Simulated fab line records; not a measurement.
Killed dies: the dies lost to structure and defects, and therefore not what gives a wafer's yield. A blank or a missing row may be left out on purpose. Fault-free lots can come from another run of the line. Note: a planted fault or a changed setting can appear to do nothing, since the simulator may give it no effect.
Matching of chambers :: flow n5_finfet :: 4 sister chambers for N5_BEOL_M3_ETCH_70 on rie_diel-05
The step etches SOC in N2/H2, target depth 80 nm, overetch 16 nm, time 120 s. 18 wafers are shown with their chamber, then 9 later ones without.

== WAFERS WITH THEIR CHAMBER ==
wafer: L075.2
chamber: 3
throttle_valve_pct (%): 18.23
showerhead_plenum_p_Torr (Torr): 2.55
drypump_motor_current_A (A): 6.1

wafer: L075.3
chamber: 0
throttle_valve_pct (%): 17.79
showerhead_plenum_p_Torr (Torr): 2.61
drypump_motor_current_A (A): 5.9

wafer: L075.6
chamber: 3
throttle_valve_pct (%): 18.24
showerhead_plenum_p_Torr (Torr): 2.55
drypump_motor_current_A (A): 6.2

wafer: L076.2
chamber: 0
throttle_valve_pct (%): 17.80
showerhead_plenum_p_Torr (Torr): 2.61
drypump_motor_current_A (A): 5.9

wafer: L076.4
chamber: 2
throttle_valve_pct (%): 17.80
showerhead_plenum_p_Torr (Torr): 2.63
drypump_motor_current_A (A): 5.0

wafer: L076.5
chamber: 2
throttle_valve_pct (%): 17.79
showerhead_plenum_p_Torr (Torr): 2.63
drypump_motor_current_A (A): 5.0

wafer: L081.2
chamber: 2
throttle_valve_pct (%): 17.80
showerhead_plenum_p_Torr (Torr): 2.63
drypump_motor_current_A (A): 5.0

wafer: L081.5
chamber: 0
throttle_valve_pct (%): 17.81
showerhead_plenum_p_Torr (Torr): 2.61
drypump_motor_current_A (A): 5.8

wafer: L081.6
chamber: 3
throttle_valve_pct (%): 18.25
showerhead_plenum_p_Torr (Torr): 2.54
drypump_motor_current_A (A): 6.2

wafer: L078.1
chamber: 1
throttle_valve_pct (%): 17.65
showerhead_plenum_p_Torr (Torr): 2.55
drypump_motor_current_A (A): 6.1

wafer: L078.4
chamber: 2
throttle_valve_pct (%): 17.82
showerhead_plenum_p_Torr (Torr): 2.63
drypump_motor_current_A (A): 5.0

wafer: L078.6
chamber: 2
throttle_valve_pct (%): 17.82
showerhead_plenum_p_Torr (Torr): 2.63
drypump_motor_current_A (A): 5.0

wafer: L084.1
chamber: 0
throttle_valve_pct (%): 17.82
showerhead_plenum_p_Torr (Torr): 2.60
drypump_motor_current_A (A): 5.9

wafer: L084.3
chamber: 3
throttle_valve_pct (%): 18.27
showerhead_plenum_p_Torr (Torr): 2.54
drypump_motor_current_A (A): 6.2

wafer: L084.5
chamber: 3
throttle_valve_pct (%): 18.27
showerhead_plenum_p_Torr (Torr): 2.54
drypump_motor_current_A (A): 6.2

wafer: L085.2
chamber: 1
throttle_valve_pct (%): 17.67
showerhead_plenum_p_Torr (Torr): 2.55
drypump_motor_current_A (A): 6.2

wafer: L085.4
chamber: 1
throttle_valve_pct (%): 17.66
showerhead_plenum_p_Torr (Torr): 2.55
drypump_motor_current_A (A): 6.1

wafer: L085.6
chamber: 3
throttle_valve_pct (%): 18.28
showerhead_plenum_p_Torr (Torr): 2.54
drypump_motor_current_A (A): 6.2

SIGNATURES (averages over the wafers above)
reading: throttle_valve_pct
chamber 0: 17.8050
chamber 1: 17.6600
chamber 2: 17.8060
chamber 3: 18.2567
scatter within a chamber: 0.0155

reading: showerhead_plenum_p_Torr
chamber 0: 2.6075
chamber 1: 2.5500
chamber 2: 2.6300
chamber 3: 2.5433
scatter within a chamber: 0.00386

reading: drypump_motor_current_A
chamber 0: 5.875
chamber 1: 6.133
chamber 2: 5.000
chamber 3: 6.183
scatter within a chamber: 0.0401
Rule: for each reading, subtract the chamber's mean from the wafer's reading, divide by that reading's scatter and square the result; add these up over the readings and take the root, which gives the wafer's distance from the chamber. If the next closest chamber is less than 2 further off than the closest, the wafer can't be placed; otherwise it belongs to the closest. How the scatter is found: for the shown wafers, subtract from each reading the mean of its chamber, square and add these, divide the total by (wafers less chambers), then take the root.

== WAFERS WITH NO CHAMBER GIVEN ==
wafer: L091.1
throttle_valve_pct (%): 17.67
showerhead_plenum_p_Torr (Torr): 2.54
drypump_motor_current_A (A): 6.1

wafer: L091.3
throttle_valve_pct (%): 17.84
showerhead_plenum_p_Torr (Torr): 2.62
drypump_motor_current_A (A): 5.0

wafer: L091.4
throttle_valve_pct (%): 17.42
showerhead_plenum_p_Torr (Torr): 2.60
drypump_motor_current_A (A): 5.9

wafer: L094.1
throttle_valve_pct (%): 17.69
showerhead_plenum_p_Torr (Torr): 2.54
drypump_motor_current_A (A): 6.1

wafer: L094.2
throttle_valve_pct (%): 18.27
showerhead_plenum_p_Torr (Torr): 2.54
drypump_motor_current_A (A): 6.2

wafer: L094.5
throttle_valve_pct (%): 18.27
showerhead_plenum_p_Torr (Torr): 2.54
drypump_motor_current_A (A): 6.2

wafer: L096.1
throttle_valve_pct (%): 17.68
showerhead_plenum_p_Torr (Torr): 2.54
drypump_motor_current_A (A): 6.1

wafer: L096.5
throttle_valve_pct (%): 17.42
showerhead_plenum_p_Torr (Torr): 2.60
drypump_motor_current_A (A): 5.9

wafer: L096.6
throttle_valve_pct (%): 17.70
showerhead_plenum_p_Torr (Torr): 2.54
drypump_motor_current_A (A): 6.1

== THE CHAMBER EACH PASSED THROUGH ==
wafer: L091.1
from the rows above: 1
in truth: 1

wafer: L091.3
from the rows above: 2
in truth: 2

wafer: L091.4
from the rows above: 1
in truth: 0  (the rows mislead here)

wafer: L094.1
from the rows above: 1
in truth: 1

wafer: L094.2
from the rows above: 3
in truth: 3

wafer: L094.5
from the rows above: 3
in truth: 3

wafer: L096.1
from the rows above: 1
in truth: 1

wafer: L096.5
from the rows above: 1
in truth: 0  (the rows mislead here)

wafer: L096.6
from the rows above: 1
in truth: 1
7 of 9 placed correctly. Number that these rows cannot place: 0. Number placed wrongly: 2.
